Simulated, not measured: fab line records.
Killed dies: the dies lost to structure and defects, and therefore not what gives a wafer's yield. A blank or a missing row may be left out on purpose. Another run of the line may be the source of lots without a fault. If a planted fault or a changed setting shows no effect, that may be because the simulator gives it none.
fab line records / flow nand-harc / part 2 of 2: steps 29 to 34 of 34
[record] lots = 5 wafers = 15 last-day = 29
route steps=1302 shown A_ONON_D1@433 A_CHANNEL_HOLE_D1@450
lots with no fault: from the same line, run without faults
start-h: start of the lot's first displayed wafer, in hours after the record's first day / wait-h: hours elapsed since this lot's preceding step / " same as the row above / L1.1+2: one row covering several wafers at once / - no value present, or no start provided / * or withheld: withheld / < > ~ a bound
route shown NAME@n: a module of which the file shows steps, and the number in the route of the first / usual: mean/standard deviation taken from wafers without a fault / same: alike in all rows / chamber/n: place in a boat / sites: per-site readings / _std_site: the standard deviation of these / _edge_site: inner sites' mean taken away from outer sites' mean / radius-mm: how far each site lies from the wafer's centre / mask NAME#n: copy n / behind: the most recent tool/chamber to have shaped the wafer / hold: cause of the lot's hold/its duration in hours/its outcome / device: the n, p or np transistor that did not switch / end of line: tests of these same wafers at the route's end / for a step that has no rows: nothing shown but its recipe / killed: not the wafer's yield, but the dies lost to structure and defects at the first sort / map: the dies of a wafer, with x for killed, . for not killed, _ for no die there
set.NAME: setting as actually run; set.NAME@STEP: the setting as run at that earlier step / model.NAME: the simulator's own value behind a step, which no gauge read
certain route steps with their lots: each step a table, each wafer a row
services: from which hour (start-h, from the record's first day; less than 0 if before it) a tool's chamber was out of use, for how many hours, and why
[[steps]]
[step NHARC_A_CHANNEL_HOLE_D1_OVL_MEAS_11]
[usual] overlay-x-nm = 0.0/0.76 overlay-y-nm = -0.3/0.97
lot.wafer=L076.1 tool=overlay-02 chamber=- start-h=200.10 wait-h=- overlay-x-nm=0.4 overlay-y-nm=-0.5
lot.wafer=L076.2 tool=overlay-02 chamber=- start-h=200.10 wait-h=- overlay-x-nm=0.4 overlay-y-nm=-1.0
lot.wafer=L076.4 tool=overlay-02 chamber=- start-h=200.10 wait-h=- overlay-x-nm=0.7 overlay-y-nm=-1.0
lot.wafer=L081.1 tool=overlay-02 chamber=- start-h=254.33 wait-h=- overlay-x-nm=-0.8 overlay-y-nm=2.5
lot.wafer=L081.4 tool=overlay-02 chamber=- start-h=254.33 wait-h=- overlay-x-nm=-0.9 overlay-y-nm=2.3
lot.wafer=L081.5 tool=overlay-02 chamber=- start-h=254.33 wait-h=- overlay-x-nm=-1.1 overlay-y-nm=2.2
lot.wafer=L084.1 tool=overlay-01 chamber=- start-h=282.28 wait-h=- overlay-x-nm=0.0 overlay-y-nm=0.6
lot.wafer=L084.3 tool=overlay-01 chamber=- start-h=282.28 wait-h=- overlay-x-nm=-0.4 overlay-y-nm=0.3
lot.wafer=L084.5 tool=overlay-01 chamber=- start-h=282.28 wait-h=- overlay-x-nm=-0.2 overlay-y-nm=0.2
lot.wafer=L086.1 tool=overlay-02 chamber=- start-h=306.95 wait-h=- overlay-x-nm=-0.3 overlay-y-nm=-0.1
lot.wafer=L086.4 tool=overlay-02 chamber=- start-h=306.95 wait-h=- overlay-x-nm=-0.7 overlay-y-nm=0.2
lot.wafer=L086.6 tool=overlay-02 chamber=- start-h=306.95 wait-h=- overlay-x-nm=-1.0 overlay-y-nm=0.4
lot.wafer=L088.1 tool=overlay-01 chamber=- start-h=326.22 wait-h=- overlay-x-nm=0.1 overlay-y-nm=0.6
lot.wafer=L088.4 tool=overlay-01 chamber=- start-h=326.22 wait-h=- overlay-x-nm=0.2 overlay-y-nm=1.2
lot.wafer=L088.5 tool=overlay-01 chamber=- start-h=326.22 wait-h=- overlay-x-nm=0.3 overlay-y-nm=1.1
[step NHARC_A_CHANNEL_HOLE_D1_INSPECT_12]
[usual] raw-defect-count = 6/3.4
lot.wafer=L076.1 tool=defect-inspect-01 chamber=- start-h=200.14 wait-h=0.0 raw-defect-count=7
lot.wafer=L076.2 tool=defect-inspect-01 chamber=- start-h=200.14 wait-h=0.0 raw-defect-count=2
lot.wafer=L076.4 tool=defect-inspect-01 chamber=- start-h=200.14 wait-h=0.0 raw-defect-count=7
lot.wafer=L081.1 tool=defect-inspect-02 chamber=- start-h=254.38 wait-h=0.1 raw-defect-count=1
lot.wafer=L081.4 tool=defect-inspect-02 chamber=- start-h=254.38 wait-h=0.1 raw-defect-count=6
lot.wafer=L081.5 tool=defect-inspect-02 chamber=- start-h=254.38 wait-h=0.1 raw-defect-count=2
lot.wafer=L084.1 tool=defect-inspect-02 chamber=- start-h=282.31 wait-h=0.0 raw-defect-count=8
lot.wafer=L084.3 tool=defect-inspect-02 chamber=- start-h=282.31 wait-h=0.0 raw-defect-count=3
lot.wafer=L084.5 tool=defect-inspect-02 chamber=- start-h=282.31 wait-h=0.0 raw-defect-count=9
lot.wafer=L086.1 tool=defect-inspect-02 chamber=- start-h=306.99 wait-h=0.0 raw-defect-count=6
lot.wafer=L086.4 tool=defect-inspect-02 chamber=- start-h=306.99 wait-h=0.0 raw-defect-count=3
lot.wafer=L086.6 tool=defect-inspect-02 chamber=- start-h=306.99 wait-h=0.0 raw-defect-count=1
lot.wafer=L088.1 tool=defect-inspect-01 chamber=- start-h=326.25 wait-h=0.0 raw-defect-count=11
lot.wafer=L088.4 tool=defect-inspect-01 chamber=- start-h=326.25 wait-h=0.0 raw-defect-count=12
lot.wafer=L088.5 tool=defect-inspect-01 chamber=- start-h=326.25 wait-h=0.0 raw-defect-count=5
[step NHARC_A_CHANNEL_HOLE_D1_DESCUM_15]
[recipe] time-s = 3 o2-flow-sccm = 200 ar-flow-sccm = 0 bias-power-w = 0 chemistry = O2
[usual] drypump-motor-current-A = 5.6/0.42 oes-product-au = 0.998/0.0079 rf-vpp-V = 57.9/0.91 showerhead-plenum-p-Torr = 1.93/0.067 throttle-valve-pct = 11.311/0.0087
[same] bias-power-w = 0
lot.wafer=L076.2 tool=rie-diel-07 chamber=0 start-h=200.20 wait-h=0.1 drypump-motor-current-A=5.3 oes-product-au=0.993 rf-hours-counter-h=8 rf-vpp-V=56.1 showerhead-plenum-p-Torr=1.89 throttle-valve-pct=11.307
lot.wafer=L076.1 tool=rie-diel-07 chamber=1 start-h=200.20 wait-h=0.1 drypump-motor-current-A=5.8 oes-product-au=1.001 rf-hours-counter-h=7 rf-vpp-V=57.0 showerhead-plenum-p-Torr=1.95 throttle-valve-pct=11.306
lot.wafer=L076.4 tool=rie-diel-07 chamber=3 start-h=200.20 wait-h=0.1 drypump-motor-current-A=5.5 oes-product-au=0.989 rf-hours-counter-h=7 rf-vpp-V=58.1 showerhead-plenum-p-Torr=2.01 throttle-valve-pct=11.301
lot.wafer=L081.4 tool=rie-diel-06 chamber=0 start-h=254.45 wait-h=0.1 drypump-motor-current-A=6.0 oes-product-au=0.996 rf-hours-counter-h=39 rf-vpp-V=57.9 showerhead-plenum-p-Torr=1.91 throttle-valve-pct=11.303
lot.wafer=L081.1 tool=rie-diel-06 chamber=1 start-h=254.45 wait-h=0.1 drypump-motor-current-A=6.4 oes-product-au=1.005 rf-hours-counter-h=37 rf-vpp-V=58.1 showerhead-plenum-p-Torr=1.77 throttle-valve-pct=11.325
lot.wafer=L081.5 tool=rie-diel-06 chamber=3 start-h=254.45 wait-h=0.1 drypump-motor-current-A=6.5 oes-product-au=0.994 rf-hours-counter-h=- rf-vpp-V=58.4 showerhead-plenum-p-Torr=2.04 throttle-valve-pct=11.304
lot.wafer=L084.3 tool=rie-diel-07 chamber=1 start-h=282.37 wait-h=0.1 drypump-motor-current-A=5.9 oes-product-au=1.009 rf-hours-counter-h=14 rf-vpp-V=57.7 showerhead-plenum-p-Torr=1.95 throttle-valve-pct=11.316
lot.wafer=L084.1 tool=rie-diel-07 chamber=0 start-h=282.37 wait-h=0.1 drypump-motor-current-A=5.3 oes-product-au=1.004 rf-hours-counter-h=15 rf-vpp-V=57.9 showerhead-plenum-p-Torr=1.89 throttle-valve-pct=11.294
lot.wafer=L084.5 tool=rie-diel-07 chamber=1 start-h=282.37 wait-h=0.1 drypump-motor-current-A=5.8 oes-product-au=1.008 rf-hours-counter-h=- rf-vpp-V=58.3 showerhead-plenum-p-Torr=1.95 throttle-valve-pct=11.307
lot.wafer=L086.4 tool=rie-diel-07 chamber=3 start-h=307.05 wait-h=0.1 drypump-motor-current-A=5.5 oes-product-au=0.991 rf-hours-counter-h=0 rf-vpp-V=58.0 showerhead-plenum-p-Torr=2.00 throttle-valve-pct=11.325
lot.wafer=L086.1 tool=rie-diel-07 chamber=1 start-h=307.05 wait-h=0.1 drypump-motor-current-A=5.9 oes-product-au=0.997 rf-hours-counter-h=0 rf-vpp-V=56.6 showerhead-plenum-p-Torr=1.95 throttle-valve-pct=11.306
lot.wafer=L086.6 tool=rie-diel-07 chamber=0 start-h=307.05 wait-h=0.1 drypump-motor-current-A=5.3 oes-product-au=1.009 rf-hours-counter-h=- rf-vpp-V=57.4 showerhead-plenum-p-Torr=1.89 throttle-valve-pct=11.314
lot.wafer=L088.4 tool=rie-diel-07 chamber=3 start-h=326.31 wait-h=0.1 drypump-motor-current-A=5.5 oes-product-au=0.991 rf-hours-counter-h=2 rf-vpp-V=59.6 showerhead-plenum-p-Torr=2.00 throttle-valve-pct=11.311
lot.wafer=L088.1 tool=rie-diel-07 chamber=2 start-h=326.31 wait-h=0.1 drypump-motor-current-A=5.1 oes-product-au=1.018 rf-hours-counter-h=2 rf-vpp-V=57.6 showerhead-plenum-p-Torr=1.88 throttle-valve-pct=11.305
lot.wafer=L088.5 tool=rie-diel-07 chamber=3 start-h=326.31 wait-h=0.1 drypump-motor-current-A=5.5 oes-product-au=0.990 rf-hours-counter-h=- rf-vpp-V=57.6 showerhead-plenum-p-Torr=2.00 throttle-valve-pct=11.298
[step NHARC_A_CHANNEL_HOLE_D1_ETCH_38]
[recipe] target-depth-a = 390 over-etch-frac = 0.3 time-s = 65 ion-energy-ev = 80 cf4-flow-sccm = 150 ar-flow-sccm = 0 rf-w = 300 bias-w = 100 chemistry = CF4
[usual] drypump-motor-current-A = 5.6/0.41 oes-product-au = 0.999/0.0089 rf-vpp-V = 151.4/1 showerhead-plenum-p-Torr = 1.78/0.057 throttle-valve-pct = 13.283/0.01
lot.wafer=L076.4 tool=rie-diel-07 chamber=0 start-h=200.29 wait-h=0.1 drypump-motor-current-A=5.3 oes-product-au=0.993 rf-hours-counter-h=8 rf-vpp-V=150.4 showerhead-plenum-p-Torr=1.75 throttle-valve-pct=13.274
lot.wafer=L076.2 tool=rie-diel-07 chamber=1 start-h=200.29 wait-h=0.1 drypump-motor-current-A=5.9 oes-product-au=1.001 rf-hours-counter-h=7 rf-vpp-V=150.0 showerhead-plenum-p-Torr=1.80 throttle-valve-pct=13.297
lot.wafer=L076.1 tool=rie-diel-07 chamber=2 start-h=200.29 wait-h=0.1 drypump-motor-current-A=5.1 oes-product-au=0.996 rf-hours-counter-h=6 rf-vpp-V=151.9 showerhead-plenum-p-Torr=1.74 throttle-valve-pct=13.295
lot.wafer=L081.1 tool=rie-diel-06 chamber=2 start-h=254.53 wait-h=0.1 drypump-motor-current-A=6.4 oes-product-au=0.987 rf-hours-counter-h=43 rf-vpp-V=151.6 showerhead-plenum-p-Torr=1.82 throttle-valve-pct=13.281
lot.wafer=L081.4 tool=rie-diel-06 chamber=0 start-h=254.53 wait-h=0.1 drypump-motor-current-A=6.0 oes-product-au=0.995 rf-hours-counter-h=39 rf-vpp-V=150.7 showerhead-plenum-p-Torr=1.77 throttle-valve-pct=13.262
lot.wafer=L081.5 tool=rie-diel-06 chamber=2 start-h=254.53 wait-h=0.1 drypump-motor-current-A=6.4 oes-product-au=0.988 rf-hours-counter-h=- rf-vpp-V=152.9 showerhead-plenum-p-Torr=1.82 throttle-valve-pct=13.286
lot.wafer=L084.3 tool=rie-diel-07 chamber=1 start-h=282.47 wait-h=0.1 drypump-motor-current-A=5.8 oes-product-au=1.003 rf-hours-counter-h=14 rf-vpp-V=151.0 showerhead-plenum-p-Torr=1.80 throttle-valve-pct=13.296
lot.wafer=L084.1 tool=rie-diel-07 chamber=2 start-h=282.47 wait-h=0.1 drypump-motor-current-A=5.1 oes-product-au=1.000 rf-hours-counter-h=14 rf-vpp-V=151.5 showerhead-plenum-p-Torr=1.74 throttle-valve-pct=13.277
lot.wafer=L084.5 tool=rie-diel-07 chamber=3 start-h=282.47 wait-h=0.1 drypump-motor-current-A=5.5 oes-product-au=0.981 rf-hours-counter-h=- rf-vpp-V=153.2 showerhead-plenum-p-Torr=1.85 throttle-valve-pct=13.289
lot.wafer=L086.4 tool=rie-diel-07 chamber=0 start-h=307.14 wait-h=0.1 drypump-motor-current-A=5.3 oes-product-au=1.009 rf-hours-counter-h=0 rf-vpp-V=150.0 showerhead-plenum-p-Torr=1.75 throttle-valve-pct=13.271
lot.wafer=L086.1 tool=rie-diel-07 chamber=1 start-h=307.14 wait-h=0.1 drypump-motor-current-A=5.8 oes-product-au=0.999 rf-hours-counter-h=0 rf-vpp-V=150.4 showerhead-plenum-p-Torr=1.80 throttle-valve-pct=13.291
lot.wafer=L086.6 tool=rie-diel-07 chamber=3 start-h=307.14 wait-h=0.1 drypump-motor-current-A=5.5 oes-product-au=0.998 rf-hours-counter-h=- rf-vpp-V=151.6 showerhead-plenum-p-Torr=1.85 throttle-valve-pct=13.291
lot.wafer=L088.4 tool=rie-diel-07 chamber=2 start-h=326.40 wait-h=0.1 drypump-motor-current-A=5.1 oes-product-au=1.013 rf-hours-counter-h=2 rf-vpp-V=151.0 showerhead-plenum-p-Torr=1.74 throttle-valve-pct=13.292
lot.wafer=L088.1 tool=rie-diel-07 chamber=0 start-h=326.40 wait-h=0.1 drypump-motor-current-A=5.3 oes-product-au=1.011 rf-hours-counter-h=2 rf-vpp-V=150.9 showerhead-plenum-p-Torr=1.75 throttle-valve-pct=13.294
lot.wafer=L088.5 tool=rie-diel-07 chamber=2 start-h=326.40 wait-h=0.1 drypump-motor-current-A=5.1 oes-product-au=1.018 rf-hours-counter-h=- rf-vpp-V=149.8 showerhead-plenum-p-Torr=1.74 throttle-valve-pct=13.296
[step NHARC_A_CHANNEL_HOLE_D1_ETCH_39]
[recipe] target-depth-a = 2600 over-etch-frac = 0.3 time-s = 325 ion-energy-ev = 200 n2-flow-sccm = 150 h2-flow-sccm = 150 ar-flow-sccm = 0 rf-w = 400 bias-w = 150 chemistry = N2/H2
[usual] drypump-motor-current-A = 5.6/0.42 h2-flow-sccm = 150.0/0.46 oes-product-au = 1.000/0.0078 rf-vpp-V = 431.1/2.1 showerhead-plenum-p-Torr = 2.06/0.074 throttle-valve-pct = 14.171/0.0094
lot.wafer=L076.1 tool=rie-diel-07 chamber=1 start-h=- wait-h=- drypump-motor-current-A=5.9 h2-flow-sccm=150.2 oes-product-au=1.012 rf-hours-counter-h=7 rf-vpp-V=431.2 showerhead-plenum-p-Torr=2.08 throttle-valve-pct=14.161
lot.wafer=L076.4 tool=rie-diel-07 chamber=2 start-h=- wait-h=- drypump-motor-current-A=5.1 h2-flow-sccm=149.6 oes-product-au=0.995 rf-hours-counter-h=6 rf-vpp-V=429.4 showerhead-plenum-p-Torr=2.01 throttle-valve-pct=14.165
lot.wafer=L076.2 tool=rie-diel-07 chamber=0 start-h=- wait-h=- drypump-motor-current-A=5.3 h2-flow-sccm=150.2 oes-product-au=1.003 rf-hours-counter-h=8 rf-vpp-V=430.1 showerhead-plenum-p-Torr=2.02 throttle-valve-pct=14.163
lot.wafer=L081.1 tool=rie-diel-06 chamber=1 start-h=- wait-h=- drypump-motor-current-A=6.4 h2-flow-sccm=150.0 oes-product-au=1.000 rf-hours-counter-h=37 rf-vpp-V=425.7 showerhead-plenum-p-Torr=1.89 throttle-valve-pct=14.168
lot.wafer=L081.4 tool=rie-diel-06 chamber=2 start-h=- wait-h=- drypump-motor-current-A=6.5 h2-flow-sccm=150.1 oes-product-au=1.002 rf-hours-counter-h=44 rf-vpp-V=432.6 showerhead-plenum-p-Torr=2.10 throttle-valve-pct=14.171
lot.wafer=L081.5 tool=rie-diel-06 chamber=3 start-h=- wait-h=- drypump-motor-current-A=6.5 h2-flow-sccm=149.9 oes-product-au=1.013 rf-hours-counter-h=- rf-vpp-V=435.4 showerhead-plenum-p-Torr=2.18 throttle-valve-pct=14.190
lot.wafer=L084.1 tool=rie-diel-07 chamber=2 start-h=- wait-h=- drypump-motor-current-A=5.1 h2-flow-sccm=150.2 oes-product-au=0.999 rf-hours-counter-h=14 rf-vpp-V=430.4 showerhead-plenum-p-Torr=2.00 throttle-valve-pct=14.176
lot.wafer=L084.3 tool=rie-diel-07 chamber=1 start-h=- wait-h=- drypump-motor-current-A=5.8 h2-flow-sccm=149.7 oes-product-au=0.998 rf-hours-counter-h=14 rf-vpp-V=432.4 showerhead-plenum-p-Torr=2.08 throttle-valve-pct=14.171
lot.wafer=L084.5 tool=rie-diel-07 chamber=3 start-h=- wait-h=- drypump-motor-current-A=5.4 h2-flow-sccm=150.0 oes-product-au=0.983 rf-hours-counter-h=- rf-vpp-V=431.4 showerhead-plenum-p-Torr=2.14 throttle-valve-pct=14.161
lot.wafer=L086.1 tool=rie-diel-07 chamber=3 start-h=- wait-h=- drypump-motor-current-A=5.5 h2-flow-sccm=149.8 oes-product-au=0.992 rf-hours-counter-h=0 rf-vpp-V=432.3 showerhead-plenum-p-Torr=2.14 throttle-valve-pct=14.175
lot.wafer=L086.4 tool=rie-diel-07 chamber=2 start-h=- wait-h=- drypump-motor-current-A=5.1 h2-flow-sccm=150.1 oes-product-au=0.998 rf-hours-counter-h=0 rf-vpp-V=430.7 showerhead-plenum-p-Torr=2.00 throttle-valve-pct=14.169
lot.wafer=L086.6 tool=rie-diel-07 chamber=0 start-h=- wait-h=- drypump-motor-current-A=5.3 h2-flow-sccm=150.6 oes-product-au=0.997 rf-hours-counter-h=- rf-vpp-V=431.8 showerhead-plenum-p-Torr=2.02 throttle-valve-pct=14.158
lot.wafer=L088.1 tool=rie-diel-07 chamber=0 start-h=- wait-h=- drypump-motor-current-A=5.3 h2-flow-sccm=150.2 oes-product-au=1.010 rf-hours-counter-h=2 rf-vpp-V=430.0 showerhead-plenum-p-Torr=2.01 throttle-valve-pct=14.166
lot.wafer=L088.4 tool=rie-diel-07 chamber=3 start-h=- wait-h=- drypump-motor-current-A=5.5 h2-flow-sccm=150.0 oes-product-au=1.003 rf-hours-counter-h=2 rf-vpp-V=432.7 showerhead-plenum-p-Torr=2.14 throttle-valve-pct=14.168
lot.wafer=L088.5 tool=rie-diel-07 chamber=0 start-h=- wait-h=- drypump-motor-current-A=5.3 h2-flow-sccm=150.9 oes-product-au=1.015 rf-hours-counter-h=- rf-vpp-V=429.3 showerhead-plenum-p-Torr=2.02 throttle-valve-pct=14.159
[step NHARC_A_CHANNEL_HOLE_D1_ETCH_34]
[recipe] target-depth-a = 1540 time-s = 77 cf4-flow-sccm = 100 chf3-flow-sccm = 30 ar-flow-sccm = 0 rf-w = 500 bias-w = 200 chemistry = CF4/CHF3
[usual] drypump-motor-current-A = 5.6/0.41 oes-product-au = 0.940/0.025 rf-vpp-V = 371.0/1.9 showerhead-plenum-p-Torr = 1.59/0.053 throttle-valve-pct = 16.803/0.009
lot.wafer=L076.4 tool=rie-diel-07 chamber=3 start-h=- wait-h=- drypump-motor-current-A=5.4 oes-product-au=0.914 rf-hours-counter-h=7 rf-vpp-V=372.6 showerhead-plenum-p-Torr=1.64 throttle-valve-pct=16.802
lot.wafer=L076.2 tool=rie-diel-07 chamber=0 start-h=- wait-h=- drypump-motor-current-A=5.3 oes-product-au=0.923 rf-hours-counter-h=8 rf-vpp-V=368.2 showerhead-plenum-p-Torr=1.56 throttle-valve-pct=16.804
lot.wafer=L076.1 tool=rie-diel-07 chamber=1 start-h=- wait-h=- drypump-motor-current-A=5.9 oes-product-au=0.921 rf-hours-counter-h=7 rf-vpp-V=370.1 showerhead-plenum-p-Torr=1.60 throttle-valve-pct=16.815
lot.wafer=L081.1 tool=rie-diel-06 chamber=3 start-h=- wait-h=- drypump-motor-current-A=6.5 oes-product-au=0.925 rf-hours-counter-h=46 rf-vpp-V=373.2 showerhead-plenum-p-Torr=1.68 throttle-valve-pct=16.799
lot.wafer=L081.4 tool=rie-diel-06 chamber=2 start-h=- wait-h=- drypump-motor-current-A=6.4 oes-product-au=0.921 rf-hours-counter-h=44 rf-vpp-V=371.8 showerhead-plenum-p-Torr=1.62 throttle-valve-pct=16.799
lot.wafer=L081.5 tool=rie-diel-06 chamber=3 start-h=- wait-h=- drypump-motor-current-A=6.5 oes-product-au=0.914 rf-hours-counter-h=- rf-vpp-V=374.4 showerhead-plenum-p-Torr=1.68 throttle-valve-pct=16.800
lot.wafer=L084.3 tool=rie-diel-07 chamber=2 start-h=- wait-h=- drypump-motor-current-A=5.1 oes-product-au=0.927 rf-hours-counter-h=15 rf-vpp-V=369.8 showerhead-plenum-p-Torr=1.55 throttle-valve-pct=16.806
lot.wafer=L084.1 tool=rie-diel-07 chamber=1 start-h=- wait-h=- drypump-motor-current-A=5.8 oes-product-au=0.921 rf-hours-counter-h=15 rf-vpp-V=371.8 showerhead-plenum-p-Torr=1.60 throttle-valve-pct=16.788
lot.wafer=L084.5 tool=rie-diel-07 chamber=2 start-h=- wait-h=- drypump-motor-current-A=5.1 oes-product-au=0.924 rf-hours-counter-h=- rf-vpp-V=369.1 showerhead-plenum-p-Torr=1.55 throttle-valve-pct=16.784
lot.wafer=L086.1 tool=rie-diel-07 chamber=2 start-h=- wait-h=- drypump-motor-current-A=5.1 oes-product-au=0.987 rf-hours-counter-h=0 rf-vpp-V=369.8 showerhead-plenum-p-Torr=1.55 throttle-valve-pct=16.806
lot.wafer=L086.4 tool=rie-diel-07 chamber=0 start-h=- wait-h=- drypump-motor-current-A=5.3 oes-product-au=0.967 rf-hours-counter-h=0 rf-vpp-V=370.1 showerhead-plenum-p-Torr=1.56 throttle-valve-pct=16.802
lot.wafer=L086.6 tool=rie-diel-07 chamber=3 start-h=- wait-h=- drypump-motor-current-A=5.5 oes-product-au=0.957 rf-hours-counter-h=- rf-vpp-V=373.4 showerhead-plenum-p-Torr=1.64 throttle-valve-pct=16.811
lot.wafer=L088.1 tool=rie-diel-07 chamber=3 start-h=- wait-h=- drypump-motor-current-A=5.4 oes-product-au=0.948 rf-hours-counter-h=2 rf-vpp-V=373.1 showerhead-plenum-p-Torr=1.64 throttle-valve-pct=16.794
lot.wafer=L088.4 tool=rie-diel-07 chamber=0 start-h=- wait-h=- drypump-motor-current-A=5.3 oes-product-au=0.957 rf-hours-counter-h=2 rf-vpp-V=368.7 showerhead-plenum-p-Torr=1.56 throttle-valve-pct=16.795
lot.wafer=L088.5 tool=rie-diel-07 chamber=0 start-h=- wait-h=- drypump-motor-current-A=5.3 oes-product-au=0.963 rf-hours-counter-h=- rf-vpp-V=370.8 showerhead-plenum-p-Torr=1.56 throttle-valve-pct=16.814
[[services]]
tool=pecvd-04 chamber=- start-h=168.95 hours=0.6 kind=repair
tool=litho-track-06 chamber=- start-h=179.00 hours=7.0 kind=pm
tool=pecvd-onon-02 chamber=- start-h=185.00 hours=13.0 kind=pm
tool=pecvd-03 chamber=- start-h=185.19 hours=13.0 kind=pm
tool=arfi-scanner-03 chamber=- start-h=196.00 hours=4.0 kind=pm
tool=litho-track-04 chamber=- start-h=203.00 hours=7.0 kind=pm
tool=pecvd-03 chamber=2 start-h=205.10 hours=8.6 kind=repair
tool=pecvd-01 chamber=- start-h=215.37 hours=0.9 kind=repair
tool=pecvd-onon-03 chamber=- start-h=227.25 hours=13.0 kind=pm
tool=acl-dep-02 chamber=- start-h=242.71 hours=13.0 kind=pm
tool=pecvd-01 chamber=2 start-h=245.11 hours=23.0 kind=repair
tool=pecvd-04 chamber=- start-h=254.61 hours=0.5 kind=repair
tool=pecvd-04 chamber=2 start-h=260.98 hours=13.0 kind=repair
tool=arfi-scanner-03 chamber=- start-h=263.94 hours=0.6 kind=repair
tool=rie-diel-06 chamber=2 start-h=265.23 hours=6.5 kind=repair
tool=pecvd-04 chamber=- start-h=269.11 hours=13.0 kind=pm
tool=rie-diel-07 chamber=3 start-h=283.61 hours=12.9 kind=repair
tool=rie-diel-07 chamber=- start-h=294.25 hours=9.0 kind=pm
tool=furnace-03 chamber=- start-h=296.00 hours=26.0 kind=pm
tool=acl-dep-03 chamber=- start-h=301.32 hours=13.0 kind=pm
tool=rie-diel-06 chamber=- start-h=307.64 hours=9.0 kind=pm
tool=arfi-scanner-03 chamber=- start-h=308.91 hours=0.6 kind=repair
tool=pecvd-01 chamber=- start-h=311.00 hours=13.0 kind=pm
tool=pecvd-onon-04 chamber=- start-h=311.04 hours=13.0 kind=pm
